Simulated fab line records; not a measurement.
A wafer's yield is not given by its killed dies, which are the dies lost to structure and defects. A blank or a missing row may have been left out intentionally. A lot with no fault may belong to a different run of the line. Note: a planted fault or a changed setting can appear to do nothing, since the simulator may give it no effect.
fab line records ; flow n5Finfet
record lots=11; wafers=33; lastDay=19
route steps=1938 shown BEOL_M2@924 BEOL_M3@936 BEOL_M4@1111 PASSIVATION@1936
lots that met no fault: from a run of the same line without faults
startH: the number of hours between the record's first day and the start of the first shown wafer of the lot ; waitH: hours elapsed since this lot's preceding step ; " the same as in the row above ; L1.1+2: a single row standing in for several wafers ; - no value, or no start was given ; * or withheld: withheld ; < > ~ a bound
route shown NAME@n: names a module that has steps shown in the file, with the first one's number in the route ; usual: mean and standard deviation over wafers with no fault ; same: alike in all rows ; chamber/n: place in a boat ; sites: the reading at each site ; _std_site: how widely they spread, as a standard deviation ; _edge_site: inner sites' mean taken away from outer sites' mean ; radiusMm: for every site, how far away it sits from the centre of the wafer ; mask NAME#n: copy n ; behind: the last tool/chamber to shape the wafer ; hold: cause of the lot's hold/its duration in hours/its outcome ; device: transistor that didn't switch, given as n, p or np ; end of line: tests run on the same wafers once the route is complete ; where a step has no rows: the recipe by itself ; killed: not the wafer's yield, but the dies lost to structure and defects at the first sort ; map: the dies of a wafer, with x for killed, . for not killed, _ for no die there
set.NAME: the run value of the setting; set.NAME@STEP: its run value at that earlier step ; model.NAME: the simulator's own value behind a step, which no gauge read
steps of the route over a sample of lots; a table a step, a row a wafer
services: when a tool's chamber went out of use (startH, in hours from the record's first day, below 0 if earlier), for how many hours, and the reason
## steps
# step N5_BEOL_M2_THK_MEAS_53
# recipe thkMeasGauge=xrf; reads=Cu_of_BEOL_M2_ECD_50
# usual M2_THK=39.8/1.7
lot.wafer;tool;chamber;startH;waitH;M2_THK[nm]
L615.1;filmMetro-02;-;161.38;-;41.2
L615.3;filmMetro-02;-;161.38;-;39.4
L615.5;filmMetro-02;-;161.38;-;40.8
L616.1;filmMetro-01;-;165.02;-;37.6
L616.3;filmMetro-01;-;165.02;-;41.7
L616.6;filmMetro-01;-;165.02;-;39.8
L619.1;filmMetro-02;-;181.54;-;41.3
L619.4;filmMetro-02;-;181.54;-;38.7
L619.6;filmMetro-02;-;181.54;-;38.9
L620.1;filmMetro-01;-;183.16;-;44.4
L620.2;filmMetro-01;-;183.16;-;42.3
L620.4;filmMetro-01;-;183.16;-;41.7
L626.2;filmMetro-01;-;212.72;-;38.0
L626.4;filmMetro-01;-;212.72;-;37.5
L626.6;filmMetro-01;-;212.72;-;39.9
L624.1;filmMetro-01;-;216.92;-;37.9
L624.2;filmMetro-01;-;216.92;-;38.5
L624.5;filmMetro-01;-;216.92;-;37.8
L625.2;filmMetro-02;-;227.77;-;39.1
L625.4;filmMetro-02;-;227.77;-;37.9
L625.5;filmMetro-02;-;227.77;-;39.8
L630.1;filmMetro-01;-;237.85;-;37.5
L630.2;filmMetro-01;-;237.85;-;37.9
L630.4;filmMetro-01;-;237.85;-;39.8
L631.1;filmMetro-02;-;243.13;-;41.1
L631.4;filmMetro-02;-;243.13;-;41.0
L631.6;filmMetro-02;-;243.13;-;38.7
L635.3;filmMetro-02;-;278.46;-;38.5
L635.4;filmMetro-02;-;278.46;-;42.1
L635.5;filmMetro-02;-;278.46;-;35.4
L638.1;filmMetro-02;-;308.56;-;41.4
L638.3;filmMetro-02;-;308.56;-;39.0
L638.6;filmMetro-02;-;308.56;-;41.3
# step N5_BEOL_M2_RS_MEAS_58
# recipe thkMeasGauge=four-point-probe; reads=Co_of_BEOL_M2_CO_CAP_55+Cu_of_BEOL_M2_ECD_50+Co_of_BEOL_M2_CVD_47+TaN_of_BEOL_M2_ALD_84
# usual M2_RS=0.67/0.037
lot.wafer;tool;chamber;startH;waitH;M2_RS[ohm/sq]
L615.1;filmMetro-01;-;161.88;0.0;0.64
L615.3;filmMetro-01;-;161.88;0.0;0.68
L615.5;filmMetro-01;-;161.88;0.0;0.65
L616.1;filmMetro-01;-;165.34;0.0;0.72
L616.3;filmMetro-01;-;165.34;0.0;0.64
L616.6;filmMetro-01;-;165.34;0.0;0.68
L619.1;filmMetro-02;-;181.83;0.1;0.64
L619.4;filmMetro-02;-;181.83;0.1;0.70
L619.6;filmMetro-02;-;181.83;0.1;0.69
L620.1;filmMetro-02;-;183.51;0.1;0.59
L620.2;filmMetro-02;-;183.51;0.1;0.63
L620.4;filmMetro-02;-;183.51;0.1;0.64
L626.2;filmMetro-01;-;213.07;0.1;0.71
L626.4;filmMetro-01;-;213.07;0.1;0.72
L626.6;filmMetro-01;-;213.07;0.1;0.66
L624.1;filmMetro-01;-;217.21;0.1;0.71
L624.2;filmMetro-01;-;217.21;0.1;0.70
L624.5;filmMetro-01;-;217.21;0.1;0.71
L625.2;filmMetro-01;-;228.06;0.1;0.69
L625.4;filmMetro-01;-;228.06;0.1;0.71
L625.5;filmMetro-01;-;228.06;0.1;0.67
L630.1;filmMetro-02;-;238.11;0.0;0.72
L630.2;filmMetro-02;-;238.11;0.0;0.71
L630.4;filmMetro-02;-;238.11;0.0;0.67
L631.1;filmMetro-02;-;243.41;0.0;0.65
L631.4;filmMetro-02;-;243.41;0.0;0.65
L631.6;filmMetro-02;-;243.41;0.0;0.69
L635.3;filmMetro-01;-;278.72;0.1;0.70
L635.4;filmMetro-01;-;278.72;0.1;0.63
L635.5;filmMetro-01;-;278.72;0.1;0.78
L638.1;filmMetro-01;-;308.82;0.0;0.65
L638.3;filmMetro-01;-;308.82;0.0;0.70
L638.6;filmMetro-01;-;308.82;0.0;0.65
# step N5_BEOL_M2_INSPECT_59
# recipe inspectInstrument=darkfield; mode=postDep
# usual rawDefectCount=70/24
lot.wafer;tool;chamber;startH;waitH;rawDefectCount
L615.1;defectInspect-02;-;161.90;0.0;71
L615.3;defectInspect-02;-;161.90;0.0;61
L615.5;defectInspect-02;-;161.90;0.0;54
L616.1;defectInspect-02;-;165.37;0.0;55
L616.3;defectInspect-02;-;165.37;0.0;29
L616.6;defectInspect-02;-;165.37;0.0;49
L619.1;defectInspect-01;-;181.86;0.0;64
L619.4;defectInspect-01;-;181.86;0.0;96
L619.6;defectInspect-01;-;181.86;0.0;78
L620.1;defectInspect-02;-;183.53;0.0;82
L620.2;defectInspect-02;-;183.53;0.0;48
L620.4;defectInspect-02;-;183.53;0.0;64
L626.2;defectInspect-02;-;213.09;0.0;52
L626.4;defectInspect-02;-;213.09;0.0;45
L626.6;defectInspect-02;-;213.09;0.0;62
L624.1;defectInspect-02;-;217.24;0.0;63
L624.2;defectInspect-02;-;217.24;0.0;78
L624.5;defectInspect-02;-;217.24;0.0;100
L625.2;defectInspect-02;-;228.08;0.0;65
L625.4;defectInspect-02;-;228.08;0.0;41
L625.5;defectInspect-02;-;228.08;0.0;81
L630.1;defectInspect-02;-;238.13;0.0;96
L630.2;defectInspect-02;-;238.13;0.0;137
L630.4;defectInspect-02;-;238.13;0.0;74
L631.1;defectInspect-01;-;243.43;0.0;78
L631.4;defectInspect-01;-;243.43;0.0;57
L631.6;defectInspect-01;-;243.43;0.0;86
L635.3;defectInspect-01;-;278.75;0.0;68
L635.4;defectInspect-01;-;278.75;0.0;96
L635.5;defectInspect-01;-;278.75;0.0;86
L638.1;defectInspect-02;-;308.85;0.0;53
L638.3;defectInspect-02;-;308.85;0.0;49
L638.6;defectInspect-02;-;308.85;0.0;111
# step N5_BEOL_M3_COAT_62
# recipe resist=SiARC; tempC=220; timeS=60; spinRpm=1500; resistThkNm=12
# usual spinSpeedRpm=1500.1/0.86
lot.wafer;tool;chamber;startH;waitH;spinSpeedRpm
L615.1;lithoTrack-01;0;163.12;-;1500.7
L615.3;lithoTrack-01;0;163.12;-;1500.4
L615.5;lithoTrack-01;0;163.12;-;1500.8
L616.1;lithoTrack-01;0;166.40;-;1500.3
L616.3;lithoTrack-01;0;166.40;-;1499.5
L616.6;lithoTrack-01;0;166.40;-;1499.8
L619.1;lithoTrack-01;0;182.79;-;1498.1
L619.4;lithoTrack-01;0;182.79;-;1497.9
L619.6;lithoTrack-01;0;182.79;-;1500.4
L620.1;lithoTrack-03;0;185.89;-;1500.2
L620.2;lithoTrack-03;0;185.89;-;1500.6
L620.4;lithoTrack-03;0;185.89;-;1499.7
L626.2;lithoTrack-03;0;213.79;-;1499.5
L626.4;lithoTrack-03;0;213.79;-;1500.3
L626.6;lithoTrack-03;0;213.79;-;1501.0
L624.1;lithoTrack-01;0;218.08;-;1313.9
L624.2;lithoTrack-01;0;218.08;-;1314.1
L624.5;lithoTrack-01;0;218.08;-;1314.6
L625.2;lithoTrack-01;0;231.39;-;1315.6
L625.4;lithoTrack-01;0;231.39;-;1314.8
L625.5;lithoTrack-01;0;231.39;-;1315.8
L630.1;lithoTrack-03;0;239.47;-;1499.1
L630.2;lithoTrack-03;0;239.47;-;1499.4
L630.4;lithoTrack-03;0;239.47;-;1499.2
L631.1;lithoTrack-05;0;244.19;-;1499.0
L631.4;lithoTrack-05;0;244.19;-;1502.0
L631.6;lithoTrack-05;0;244.19;-;1499.9
L635.3;lithoTrack-05;0;279.07;-;1499.4
L635.4;lithoTrack-05;0;279.07;-;1499.3
L635.5;lithoTrack-05;0;279.07;-;1498.5
L638.1;lithoTrack-01;0;310.67;-;1500.2
L638.3;lithoTrack-01;0;310.67;-;1501.0
L638.6;lithoTrack-01;0;310.67;-;1499.8
# step N5_BEOL_M4_RC_MEAS_101
# usual DIBL_N=36.1/1.6; DIBL_P=35.8/2; IOFF_N=0.157/0.029; IOFF_P=0.21/0.034; ION_N=677/13; ION_P=465/8.1; SS_N=71.3/0.61; SS_P=73.2/0.65; VT_N=249/3.3; VT_P=-250/3.2
lot.wafer;tool;chamber;startH;waitH;DIBL_N[mV/V];DIBL_P[mV/V];IOFF_N[nA/um];IOFF_P[nA/um];ION_N[uA/um];ION_P[uA/um];SS_N[mV/dec];SS_P[mV/dec];VT_N[mV];VT_P[mV]
L615.1;prober-02;0;205.39;0.0;37.6;37.7;0.208;0.24;694;467;71.5;74.4;245;-250
L615.3;prober-02;0;205.39;0.0;35.0;34.2;0.148;0.19;678;468;71.5;73.2;247;-250
L615.5;prober-02;0;205.39;0.0;36.7;37.0;0.181;0.23;676;460;71.1;73.8;247;-248
L616.1;prober-02;0;208.97;0.0;36.0;33.8;0.128;0.19;644;452;70.7;72.8;254;-255
L616.3;prober-02;0;208.97;0.0;39.0;39.3;0.195;0.27;685;472;71.7;73.7;249;-247
L616.6;prober-02;0;208.97;0.0;35.8;34.8;0.135;0.20;658;451;71.0;73.5;253;-252
L619.1;prober-01;0;229.16;0.0;36.8;34.7;0.162;0.22;686;473;71.3;73.4;246;-247
L619.4;prober-01;0;229.16;0.0;36.6;35.0;0.168;0.23;684;465;71.1;73.3;245;-246
L619.6;prober-01;0;229.16;0.0;37.4;35.3;0.169;0.23;670;464;71.2;72.9;247;-248
L620.1;prober-02;0;232.10;0.0;36.2;36.1;0.169;0.23;684;462;71.8;73.3;250;-249
L620.2;prober-02;0;232.10;0.0;38.4;37.5;0.224;0.26;684;466;72.4;74.9;246;-246
L620.4;prober-02;0;232.10;0.0;38.0;37.2;0.212;0.26;685;470;72.3;74.6;244;-248
L626.2;prober-02;0;252.06;0.2;34.5;35.2;0.138;0.19;680;469;71.0;72.1;252;-249
L626.4;prober-02;0;252.06;0.2;36.2;36.6;0.164;0.21;684;470;71.9;73.2;245;-251
L626.6;prober-02;0;252.06;0.2;36.2;37.0;0.176;0.23;688;476;71.5;72.6;245;-247
L624.1;prober-01;0;257.23;0.0;33.2;31.2;0.101;0.13;667;457;70.6;72.3;255;-259
L624.2;prober-01;0;257.23;0.0;35.7;34.0;0.127;0.16;663;454;71.1;73.0;255;-256
L624.5;prober-01;0;257.23;0.0;34.5;32.1;0.107;0.14;642;443;71.7;72.6;258;-259
L625.2;prober-02;0;273.75;0.2;34.7;34.5;0.137;0.19;675;467;71.1;72.2;248;-250
L625.4;prober-02;0;273.75;0.2;35.7;34.6;0.144;0.18;661;455;71.6;72.4;249;-253
L625.5;prober-02;0;273.75;0.2;36.0;35.6;0.157;0.20;668;453;72.3;72.8;247;-251
L630.1;prober-01;0;276.90;0.0;38.0;38.6;0.177;0.21;685;464;71.6;73.8;247;-251
L630.2;prober-01;0;276.90;0.0;34.2;34.1;0.116;0.15;669;459;70.7;71.3;253;-256
L630.4;prober-01;0;276.90;0.0;36.3;35.9;0.141;0.18;666;455;71.8;72.8;254;-251
L631.1;prober-01;0;292.55;0.3;33.9;34.0;0.114;0.19;666;461;70.4;73.0;253;-250
L631.4;prober-01;0;292.55;0.3;35.4;34.9;0.128;0.20;654;456;70.9;72.7;254;-251
L631.6;prober-01;0;292.55;0.3;35.3;35.1;0.133;0.21;672;468;70.9;72.8;252;-250
L635.3;prober-02;0;315.75;0.3;38.4;38.3;0.216;0.26;694;470;71.6;73.8;246;-246
L635.4;prober-02;0;315.75;0.3;35.2;34.8;0.145;0.21;676;467;71.3;72.8;251;-248
L635.5;prober-02;0;315.75;0.3;35.5;34.9;0.156;0.21;684;465;71.2;72.8;251;-250
L638.1;prober-02;0;342.88;0.0;37.4;38.5;0.181;0.25;683;464;72.0;73.1;248;-249
L638.3;prober-02;0;342.88;0.0;37.5;37.4;0.181;0.24;694;476;72.1;73.9;246;-248
L638.6;prober-02;0;342.88;0.0;36.9;37.8;0.172;0.24;696;480;71.8;73.8;249;-249
# step N5_PASSIVATION_PROBE_49
# usual defectLimitedYield=91.0/1.4; killed_at_M0_to_M3=33/11; killed_at_M4_up=14/5; killedAtContacts=11/7.3; killedAtFrontEnd=43/12; killedAtOther=4/3.1; killedDies=106/17; killedOpen=69/13; killedShort=34/8.7; sort_bin_5_function=5.2/0.96; sort_bin_6_memory=3.3/0.66; sort_bin_8_speed=0.00/0.012; sortNPass=1074/17; sortYieldPct=91.0/1.4
# same grossDies=1180; killedAtBackSide=0; sort_bin_4_leakage[%]=0
lot.wafer;tool;chamber;startH;waitH;defectLimitedYield[%];killed_at_M0_to_M3;killed_at_M4_up;killedAtContacts;killedAtFrontEnd;killedAtOther;killedDies;killedOpen;killedShort;sort_bin_5_function[%];sort_bin_6_memory[%];sort_bin_8_speed[%];sortNPass;sortYieldPct[%]
L616.1;prober-02;-;318.22;0.0;92.1;22;24;8;38;1;93;72;21;4.5;3.1;0;1087;92.1
L616.3;prober-02;-;318.32;0.1;90.7;36;17;5;52;0;110;80;29;5.3;3.6;0;1070;90.7
L616.6;prober-02;-;318.47;0.3;91.4;35;14;7;43;3;102;69;32;5.0;3.6;0;1078;91.4
L615.1;prober-01;-;326.47;0.0;90.4;27;14;8;63;1;113;82;26;6.3;2.6;0;1067;90.4
L615.3;prober-01;-;326.57;0.1;91.6;27;11;6;55;0;99;72;26;5.8;2.5;0;1081;91.6
L615.5;prober-01;-;326.67;0.2;89.6;31;17;11;61;3;123;78;44;6.3;3.6;0;1057;89.6
L619.1;prober-01;-;336.56;0.0;90.3;41;12;15;36;11;115;73;33;5.8;3.5;0;1065;90.3
L619.4;prober-01;-;336.71;0.2;88.6;42;15;19;50;8;134;85;46;6.4;4.4;0;1046;88.6
L619.6;prober-01;-;336.81;0.3;89.3;32;15;30;41;8;126;81;36;5.7;3.9;0;1054;89.3
L620.1;prober-02;-;348.55;0.0;92.7;31;10;3;42;0;86;49;36;4.1;2.7;0;1094;92.7
L620.2;prober-02;-;348.60;0.1;91.4;44;14;6;37;1;102;52;44;4.8;2.8;0;1078;91.4
L620.4;prober-02;-;348.70;0.2;92.5;35;10;9;32;2;88;58;23;4.3;2.4;0;1092;92.5
L626.2;prober-02;-;357.36;0.1;92.5;26;10;14;38;1;89;56;31;4.5;2.4;0;1091;92.5
L626.4;prober-02;-;357.46;0.2;89.1;34;20;4;67;4;129;72;50;6.1;3.5;0;1051;89.1
L626.6;prober-02;-;357.56;0.3;88.7;41;18;7;64;3;133;83;47;6.6;3.8;0;1047;88.7
L624.1;prober-01;-;365.96;0.0;91.4;37;24;8;30;3;102;66;32;4.3;3.6;0;1078;91.4
L624.2;prober-01;-;366.01;0.1;92.7;40;6;13;24;3;86;53;33;4.5;2.5;0;1094;92.7
L624.5;prober-01;-;366.16;0.2;90.9;31;15;19;29;13;107;63;43;5.5;3.1;0.08;1072;90.8
L625.2;prober-02;-;377.75;0.1;88.8;63;10;12;43;4;132;86;38;5.7;4.6;0;1048;88.8
L625.4;prober-02;-;377.85;0.2;87.2;84;9;16;36;6;151;91;60;7.3;4.9;0;1029;87.2
L625.5;prober-02;-;377.90;0.2;88.5;53;15;8;57;3;136;99;35;7.2;4.0;0;1044;88.5
L630.1;prober-01;-;389.84;0.0;91.4;34;10;5;52;1;102;71;30;5.3;3.2;0;1078;91.4
L630.2;prober-01;-;389.89;0.1;89.2;16;22;11;70;8;127;88;33;6.0;4.2;0;1053;89.2
L630.4;prober-01;-;389.99;0.2;88.6;39;11;11;63;11;135;88;40;7.4;3.4;0;1045;88.6
L631.1;prober-01;-;403.89;0.0;90.3;35;14;1;59;6;115;75;32;5.3;3.6;0;1065;90.3
L631.4;prober-01;-;404.04;0.2;92.3;30;11;3;38;9;91;62;26;4.6;2.9;0;1089;92.3
L631.6;prober-01;-;404.14;0.3;90.8;39;17;2;47;4;109;77;31;5.8;3.4;0;1071;90.8
L635.3;prober-01;-;438.28;0.1;90.9;42;16;15;30;4;107;76;28;4.3;4.4;0;1073;90.9
L635.4;prober-01;-;438.33;0.2;89.2;49;28;17;31;2;127;92;32;6.5;4.0;0;1053;89.2
L635.5;prober-01;-;438.38;0.2;91.9;40;21;4;28;2;95;72;16;4.3;3.1;0;1085;91.9
L638.1;prober-01;-;450.79;0.0;90.6;24;26;17;40;4;111;72;36;5.6;3.6;0;1069;90.6
L638.3;prober-01;-;450.89;0.1;91.4;28;22;6;38;7;101;62;28;5.4;2.3;0;1079;91.4
L638.6;prober-01;-;451.04;0.3;88.5;35;24;17;57;3;136;83;51;7.9;2.8;0;1044;88.5
# killed by level:class
L616.1 BEOL_M4:geometricParticle:open=12 BEOL_M1:geometricParticle:open=7 BEOL_M3:geometricParticle:open=6 GATE_CUT:geometricParticle:short=6 GATE_CUT:geometricParticle:open=6 MOL_CONTACT_COAG:geometricParticle:open=6 STI_FIN_REVEAL:geometricParticle:open=5 BEOL_M2:geometricParticle:open=5
L616.3 STI_FIN_REVEAL:geometricParticle:open=26 BEOL_M0_SAQP:geometricParticle:short=10 BEOL_M1:geometricParticle:open=10 DUMMY_GATE:geometricParticle:open=9 BEOL_M4:geometricParticle:open=7 BEOL_M2:geometricParticle:open=6 MOL_CONTACT_COAG:geometricParticle:open=5 STARTING-WAFER:geometricParticle:short=5
L616.6 STI_FIN_REVEAL:geometricParticle:open=12 BEOL_M2:geometricParticle:open=9 FIN_SAQP:geometricParticle:short=7 GATE_CUT:geometricParticle:short=7 MOL_CONTACT_COAG:geometricParticle:open=7 BEOL_M1:geometricParticle:open=7 BEOL_M3:geometricParticle:open=5 GATE_CUT:geometricParticle:open=4
L615.1 STI_FIN_REVEAL:geometricParticle:open=30 BEOL_M3:geometricParticle:open=10 FIN_SAQP:geometricParticle:open=9 FIN_SAQP:geometricParticle:short=7 MOL_CONTACT_COAG:geometricParticle:open=5 BEOL_M2:geometricParticle:open=4 BEOL_M5:geometricParticle:open=4 BEOL_M4:geometricParticle:open=4
L615.3 STI_FIN_REVEAL:geometricParticle:open=23 FIN_SAQP:geometricParticle:open=11 BEOL_M0_SAQP:geometricParticle:open=6 MOL_CONTACT_COAG:geometricParticle:open=5 BEOL_M0_SAQP:geometricParticle:short=5 BEOL_M1:geometricParticle:short=5 BEOL_M1:geometricParticle:open=4 BEOL_M4:geometricParticle:open=4
L615.5 STI_FIN_REVEAL:geometricParticle:open=18 BEOL_M1:geometricParticle:open=11 STI_FIN_REVEAL:geometricParticle:short=10 MOL_CONTACT_COAG:geometricParticle:open=9 FIN_SAQP:geometricParticle:short=8 FIN_SAQP:geometricParticle:open=8 BEOL_M4:geometricParticle:open=8 GATE_CUT:geometricParticle:short=7
L619.1 MOL_CONTACT_COAG:geometricParticle:open=14 BEOL_M2:geometricParticle:open=9 FIN_SAQP:geometricParticle:short=8 BEOL_M0_SAQP:geometricParticle:open=8 BEOL_M0_SAQP:geometricParticle:short=7 PASSIVATION:areaEtch=7 FIN_SAQP:geometricParticle:open=6 STI_FIN_REVEAL:geometricParticle:open=5
L619.4 MOL_CONTACT_COAG:geometricParticle:open=13 FIN_SAQP:geometricParticle:open=12 BEOL_M1:geometricParticle:short=12 FIN_SAQP:geometricParticle:short=10 STI_FIN_REVEAL:geometricParticle:open=10 BEOL_M1:geometricParticle:open=8 BEOL_M3:geometricParticle:open=5 DUMMY_GATE:geometricParticle:open=4
L619.6 MOL_CONTACT_COAG:geometricParticle:open=20 MOL_CONTACT_COAG:geometricParticle:short=10 STI_FIN_REVEAL:geometricParticle:open=9 BEOL_M1:geometricParticle:open=9 BEOL_M4:geometricParticle:open=9 HKMG_FIN:areaEtch=6 FIN_SAQP:geometricParticle:short=5 STI_FIN_REVEAL:geometricParticle:short=5
L620.1 STI_FIN_REVEAL:geometricParticle:open=16 BEOL_M3:geometricParticle:open=7 GATE_CUT:geometricParticle:short=6 BEOL_M0_SAQP:geometricParticle:short=6 DUMMY_GATE:geometricParticle:open=4 BEOL_M0_SAQP:geometricParticle:open=4 FIN_SAQP:geometricParticle:short=3 STI_FIN_REVEAL:geometricParticle:short=3
L620.2 GATE_CUT:geometricParticle:short=10 BEOL_M3:geometricParticle:open=9 BEOL_M0_SAQP:geometricParticle:open=9 BEOL_M0_SAQP:geometricParticle:short=8 BEOL_M1:geometricParticle:open=7 BEOL_M2:geometricParticle:open=5 BEOL_M3:geometricParticle:short=5 FIN_SAQP:geometricParticle:open=4
L620.4 BEOL_M2:geometricParticle:open=11 BEOL_M3:geometricParticle:open=9 MOL_CONTACT_COAG:geometricParticle:open=6 BEOL_M2:geometricParticle:short=6 FIN_SAQP:geometricParticle:open=5 DUMMY_GATE:geometricParticle:open=5 BEOL_M0_SAQP:geometricParticle:short=5 HKMG_FIN:areaEtch=5
L626.2 MOL_CONTACT_COAG:geometricParticle:open=11 FIN_SAQP:geometricParticle:short=7 GATE_CUT:geometricParticle:short=7 BEOL_M0_SAQP:geometricParticle:short=6 BEOL_M0_SAQP:geometricParticle:open=6 BEOL_M2:geometricParticle:open=5 BEOL_M3:geometricParticle:open=5 STARTING-WAFER:geometricParticle:open=5
L626.4 GATE_CUT:geometricParticle:short=14 FIN_SAQP:geometricParticle:short=12 BEOL_M4:geometricParticle:open=12 FIN_SAQP:geometricParticle:open=11 BEOL_M0_SAQP:geometricParticle:open=9 HKMG_FIN:areaEtch=7 STI_FIN_REVEAL:geometricParticle:open=6 BEOL_M1:geometricParticle:open=6
L626.6 FIN_SAQP:geometricParticle:short=20 BEOL_M0_SAQP:geometricParticle:open=12 FIN_SAQP:geometricParticle:open=10 BEOL_M2:geometricParticle:open=10 BEOL_M4:geometricParticle:open=9 DUMMY_GATE:geometricParticle:open=6 GATE_CUT:geometricParticle:short=5 MOL_CONTACT_COAG:geometricParticle:open=5
L624.1 BEOL_M0_SAQP:geometricParticle:short=11 BEOL_M0_SAQP:geometricParticle:open=10 STI_FIN_REVEAL:geometricParticle:open=8 MOL_CONTACT_COAG:geometricParticle:open=7 BEOL_M1:geometricParticle:open=6 BEOL_M2:geometricParticle:open=6 BEOL_M8:geometricParticle:open=6 DUMMY_GATE:geometricParticle:open=4
L624.2 MOL_CONTACT_COAG:geometricParticle:open=13 BEOL_M1:geometricParticle:open=9 BEOL_M2:geometricParticle:open=9 BEOL_M0:geometricParticle:short=6 BEOL_M1:geometricParticle:short=6 FIN_SAQP:geometricParticle:open=5 GATE_CUT:geometricParticle:short=4 BEOL_M0_SAQP:geometricParticle:short=4
L624.5 MOL_CONTACT_COAG:geometricParticle:open=12 GATE_CUT:geometricParticle:short=8 MOL_CONTACT_COAG:geometricParticle:short=7 STI_FIN_REVEAL:geometricParticle:open=6 BEOL_M4:geometricParticle:open=6 BEOL_M0_SAQP:geometricParticle:open=5 BEOL_M3:geometricParticle:open=5 BEOL_M1:geometricParticle:short=4
L625.2 BEOL_M0_SAQP:geometricParticle:open=17 BEOL_M0_SAQP:geometricParticle:short=17 BEOL_M2:geometricParticle:open=14 MOL_CONTACT_COAG:geometricParticle:open=12 DUMMY_GATE:geometricParticle:open=10 HKMG_FIN:areaEtch=7 STI_FIN_REVEAL:geometricParticle:open=6 GATE_CUT:geometricParticle:open=6
L625.4 BEOL_M0_SAQP:geometricParticle:short=32 BEOL_M0_SAQP:geometricParticle:open=28 MOL_CONTACT_COAG:geometricParticle:open=13 STI_FIN_REVEAL:geometricParticle:open=8 DUMMY_GATE:geometricParticle:open=8 BEOL_M2:geometricParticle:open=8 BEOL_M1:geometricParticle:open=5 BEOL_M4:geometricParticle:open=5
L625.5 STI_FIN_REVEAL:geometricParticle:open=28 BEOL_M2:geometricParticle:open=14 BEOL_M0_SAQP:geometricParticle:open=11 BEOL_M0_SAQP:geometricParticle:short=9 STI_FIN_REVEAL:geometricParticle:short=7 DUMMY_GATE:geometricParticle:open=7 MOL_CONTACT_COAG:geometricParticle:open=7 BEOL_M3:geometricParticle:open=7
L630.1 STI_FIN_REVEAL:geometricParticle:open=21 FIN_SAQP:geometricParticle:short=12 FIN_SAQP:geometricParticle:open=9 BEOL_M2:geometricParticle:open=8 BEOL_M0_SAQP:geometricParticle:open=6 BEOL_M3:geometricParticle:open=6 BEOL_M0:geometricParticle:open=4 STI_FIN_REVEAL:geometricParticle:short=3
L630.2 STI_FIN_REVEAL:geometricParticle:open=26 FIN_SAQP:geometricParticle:open=17 MOL_CONTACT_COAG:geometricParticle:open=8 FIN_SAQP:geometricParticle:short=7 STI_FIN_REVEAL:geometricParticle:short=7 BEOL_M4:geometricParticle:open=6 BEOL_M5:geometricParticle:open=5 BEOL_M0_SAQP:geometricParticle:open=4
L630.4 STI_FIN_REVEAL:geometricParticle:open=23 FIN_SAQP:geometricParticle:open=16 BEOL_M0_SAQP:geometricParticle:open=12 FIN_SAQP:geometricParticle:short=11 MOL_CONTACT_COAG:geometricParticle:open=9 BEOL_M2:geometricParticle:open=7 BEOL_M3:geometricParticle:open=5 BEOL_M4:geometricParticle:open=4
L631.1 STI_FIN_REVEAL:geometricParticle:open=24 BEOL_M1:geometricParticle:open=15 STI_FIN_REVEAL:geometricParticle:short=7 BEOL_M3:geometricParticle:open=6 STARTING-WAFER:geometricParticle:short=6 HKMG_FIN:areaEtch=6 BEOL_M0_SAQP:geometricParticle:short=5 BEOL_M0_SAQP:geometricParticle:open=5
L631.4 STI_FIN_REVEAL:geometricParticle:open=20 BEOL_M1:geometricParticle:open=7 BEOL_M3:geometricParticle:open=6 DUMMY_GATE:geometricParticle:open=5 BEOL_M2:geometricParticle:open=5 GATE_CUT:geometricParticle:short=4 BEOL_M0_SAQP:geometricParticle:open=4 MIM_TOP_ETCH:geometricParticle:short=4
L631.6 STI_FIN_REVEAL:geometricParticle:open=13 BEOL_M3:geometricParticle:open=10 GATE_CUT:geometricParticle:short=9 BEOL_M4:geometricParticle:open=8 ILD0:geometricParticle:open=7 BEOL_M0_SAQP:geometricParticle:open=7 BEOL_M2:geometricParticle:open=7 BEOL_M1:geometricParticle:open=6
L635.3 MOL_CONTACT_COAG:geometricParticle:open=13 BEOL_M0_SAQP:geometricParticle:open=9 BEOL_M2:geometricParticle:open=8 BEOL_M4:geometricParticle:open=8 STI_FIN_REVEAL:geometricParticle:open=7 BEOL_M0_SAQP:geometricParticle:short=7 DUMMY_GATE:geometricParticle:open=6 BEOL_M0:geometricParticle:open=5
L635.4 BEOL_M4:geometricParticle:open=18 MOL_CONTACT_COAG:geometricParticle:open=13 BEOL_M3:geometricParticle:open=11 BEOL_M2:geometricParticle:open=10 BEOL_M0_SAQP:geometricParticle:open=7 STARTING-WAFER:geometricParticle:open=6 FIN_SAQP:geometricParticle:open=6 BEOL_M0:geometricParticle:open=6
L635.5 BEOL_M1:geometricParticle:open=12 BEOL_M4:geometricParticle:open=12 BEOL_M2:geometricParticle:open=10 BEOL_M0_SAQP:geometricParticle:open=7 STI_FIN_REVEAL:geometricParticle:open=5 STARTING-WAFER:geometricParticle:open=5 BEOL_M0_SAQP:geometricParticle:short=4 HKMG_FIN:areaEtch=4
L638.1 MOL_CONTACT_COAG:geometricParticle:open=16 FIN_SAQP:geometricParticle:short=9 BEOL_M4:geometricParticle:open=8 BEOL_M5:geometricParticle:open=7 FIN_SAQP:geometricParticle:open=5 STI_FIN_REVEAL:geometricParticle:open=5 BEOL_M0_SAQP:geometricParticle:open=5 BEOL_M0_SAQP:geometricParticle:short=5
L638.3 BEOL_M2:geometricParticle:open=8 BEOL_M5:geometricParticle:open=8 HKMG_FIN:areaEtch=8 BEOL_M0_SAQP:geometricParticle:open=7 STI_FIN_REVEAL:geometricParticle:open=6 BEOL_M0_SAQP:geometricParticle:short=5 BEOL_M4:geometricParticle:open=5 FIN_SAQP:geometricParticle:short=4
L638.6 BEOL_M2:geometricParticle:open=10 FIN_SAQP:geometricParticle:open=9 MOL_CONTACT_COAG:geometricParticle:short=9 FIN_SAQP:geometricParticle:short=8 MOL_CONTACT_COAG:geometricParticle:open=8 BEOL_M0_SAQP:geometricParticle:open=8 BEOL_M5:geometricParticle:open=8 BEOL_M4:geometricParticle:open=7
## services
tool;chamber;startH;hours;kind
lithoTrack-05;-;172.41;-;consumableReplace:filter
lithoTrack-03;-;264.18;-;consumableReplace:filter
## key
firstSign step=N5_BEOL_M3_COAT_62; reading=spinSpeedRpm; direction=down; sigmas=99+; usual=*; struck=*
effect none on later readings
metAt N5_BEOL_M3_COAT_62
struckLots L624,L625
notActingAt N5_BEOL_M2_THK_MEAS_53,N5_BEOL_M2_RS_MEAS_58,N5_BEOL_M2_INSPECT_59
onsetBetween 182.79 218.08
fault kind=processParameterDrift; tool=lithoTrack-01; chamber=-; onsetH=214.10; steps=N5_BEOL_M3_COAT_62; channel=spinRpm; offset=*; shape=step; endH=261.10; actsIn=*; stated=*
